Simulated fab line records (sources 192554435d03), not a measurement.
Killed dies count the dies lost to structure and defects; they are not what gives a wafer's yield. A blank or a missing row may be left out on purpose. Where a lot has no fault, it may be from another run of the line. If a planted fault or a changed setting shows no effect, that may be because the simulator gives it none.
Struck lot and sound lot, side by side / flow n5 finfet / 14 steps out of a route of 1938
Sound: these wafers, L428.1, L428.4, L428.5. Struck: wafer L432.4 (left out: L432.1, L432.6 of the same lot, which were not struck); the cause appears at the end.
Each step with rows lists, per side, the tool, then ch with its chambers, then its first start. Under that, the readings that differ: sound wafers / struck wafers / difference of the means / sigmas: that difference in standard deviations of wafers without a fault.
alike: a reading whose means differ by less than 2 such deviations, as well as words and numbers matching on both sides. not compared: withheld readings; readings where some wafer has no value; bounds like >300 that might hide an equal value; numbers whose values overlap and for which the record gives no deviation.
A row with sigmas, a row that says differs or no value, or rows on one side alone: a step with any of these is where the two part. Non-overlapping numbers with no deviation appear without sigmas and do not part them. A reading missing from all wafers of one side parts the sides only when that side holds two or more wafers.

first, 8 steps without rows for these wafers: N5_BEOL_M14_COAT_58 (time 60 s, resist thk 89 nm); N5_BEOL_M14_COAT_04 (resist thk 800 nm); N5_BEOL_M14_EBR_06; N5_BEOL_M14_SOFTBAKE_05 (time 60 s); N5_BEOL_M14_EXPOSE_07 (exposes mask V13); N5_BEOL_M14_PEB_08 (peb time 90 s); N5_BEOL_M14_DEVELOP_09 (develop time 45 s); N5_BEOL_M14_HARDBAKE_14 (time 120 s).
N5_BEOL_M14_CD_MEAS_10: the cd target is 250 nm.
  sound on cd sem-01 ch 0, day 13 14:33; struck on cd sem-01 ch 0, day 15 00:58
  alike: cd nm
N5_BEOL_M14_OVL_MEAS_11:
  sound on overlay-01 ch 0, day 13 14:35; struck on overlay-02 ch 0, day 15 00:59
  alike: V13_OVL
N5_BEOL_M14_INSPECT_12: inspects for defects (macro).
  sound on defect inspect-01 at day 13 14:36; struck on defect inspect-01 at day 15 01:01
  alike: raw defect count
N5_BEOL_M14_DESCUM_15: chemistry O2, time 7.9 s.
  sound on rie diel-05 ch 0,1,2, day 13 14:56; struck on rie diel-05 ch 0, day 15 01:42
  alike: drypump motor current A, oes product au, rf vpp V, showerhead plenum p Torr, throttle valve pct
  not compared: rf hours counter h
N5_BEOL_M14_ETCH_59: etches BARC in N2/H2, target depth 89 nm, overetch 26.7 nm, time 67.9 s.
  sound on rie diel-05 ch 0,1,2, day 13 14:59; struck on rie diel-05 ch 0, day 15 01:44
reading=run length s (s); sound=91.0 91.4 91.7; struck=86.5; difference=-4.9; sigmas=-10
  alike: drypump motor current A, oes product au, rf vpp V, showerhead plenum p Torr, throttle valve pct
  not compared: rf hours counter h
N5_BEOL_M14_VIA_ETCH_16: etches SiO2 in C4F8/O2/Ar, target depth 1231.3 nm.
  sound on rie diel-05 ch 0,1,2, day 13 15:02; struck on rie diel-05 ch 0, day 15 01:47
  alike: drypump motor current A, oes product au, rf vpp V, showerhead plenum p Torr, throttle valve pct

WHERE THEY PART
Only at N5_BEOL_M14_ETCH_59, as far as this record shows. Later steps at which nothing parts them and some readings are alike: N5_BEOL_M14_VIA_ETCH_16.

WHY: the cause the simulator had injected
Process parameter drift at N5_BEOL_M14_ETCH_59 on rie diel-05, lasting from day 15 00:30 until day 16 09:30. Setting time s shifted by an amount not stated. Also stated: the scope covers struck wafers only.
